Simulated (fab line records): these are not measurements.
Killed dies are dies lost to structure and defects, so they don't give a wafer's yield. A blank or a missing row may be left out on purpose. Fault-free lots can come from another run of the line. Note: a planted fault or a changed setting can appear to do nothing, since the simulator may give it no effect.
Chamber matching || flow n5_finfet || N5_BEOL_M14_ETCH_68 on rie_diel-01: 4 sister chambers
The step etches SOC in N2/H2, time 450 s. 4 wafers are shown with their chamber, then 10 later ones without.

== WAFERS, EACH WITH ITS CHAMBER ==
{"wafer": "L084.5", "chamber": 2, "showerhead_plenum_p_Torr (Torr)": 2.40}
{"wafer": "L090.1", "chamber": 1, "showerhead_plenum_p_Torr (Torr)": 2.70}
{"wafer": "L087.2", "chamber": 3, "showerhead_plenum_p_Torr (Torr)": 2.45}
{"wafer": "L087.3", "chamber": 0, "showerhead_plenum_p_Torr (Torr)": 2.60}

== WAFERS MISSING THEIR CHAMBER ==
{"wafer": "L087.4", "showerhead_plenum_p_Torr (Torr)": 2.39}
{"wafer": "L092.1", "showerhead_plenum_p_Torr (Torr)": 2.44}
{"wafer": "L092.2", "showerhead_plenum_p_Torr (Torr)": 2.59}
{"wafer": "L092.3", "showerhead_plenum_p_Torr (Torr)": 2.69}
{"wafer": "L096.2", "showerhead_plenum_p_Torr (Torr)": 2.44}
{"wafer": "L096.3", "showerhead_plenum_p_Torr (Torr)": 2.59}
{"wafer": "L096.5", "showerhead_plenum_p_Torr (Torr)": 2.44}
{"wafer": "L095.3", "showerhead_plenum_p_Torr (Torr)": 2.69}
{"wafer": "L095.4", "showerhead_plenum_p_Torr (Torr)": 2.71}
{"wafer": "L095.5", "showerhead_plenum_p_Torr (Torr)": 2.71}

== THE CHAMBER EACH PASSED THROUGH ==
{"wafer": "L087.4", "from the rows above": 2, "in truth": 2}
{"wafer": "L092.1", "from the rows above": 3, "in truth": 3}
{"wafer": "L092.2", "from the rows above": 0, "in truth": 0}
{"wafer": "L092.3", "from the rows above": 1, "in truth": 1}
{"wafer": "L096.2", "from the rows above": 3, "in truth": 3}
{"wafer": "L096.3", "from the rows above": 0, "in truth": 0}
{"wafer": "L096.5", "from the rows above": 3, "in truth": 3}
{"wafer": "L095.3", "from the rows above": 1, "in truth": 1}
{"wafer": "L095.4", "from the rows above": 1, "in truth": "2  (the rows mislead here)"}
{"wafer": "L095.5", "from the rows above": 1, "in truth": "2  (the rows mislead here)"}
8 of 10 placed correctly. Number that these rows cannot place: 0. Placed wrongly: 2.
How it was worked out, from the rows above alone: a wafer's distance from a chamber is the root of the sum, over the readings, of the square of ((its reading less the chamber's mean) divided by the reading's scatter). The wafer belongs to the nearest chamber; if the next one is less than 2 further off, it can't be placed. For every chamber, the mean is computed from those of its wafers that are shown. The scatter (one wafer shown for each chamber): square how far every hidden wafer sits from the nearest shown wafer, average those squares and take the square root.
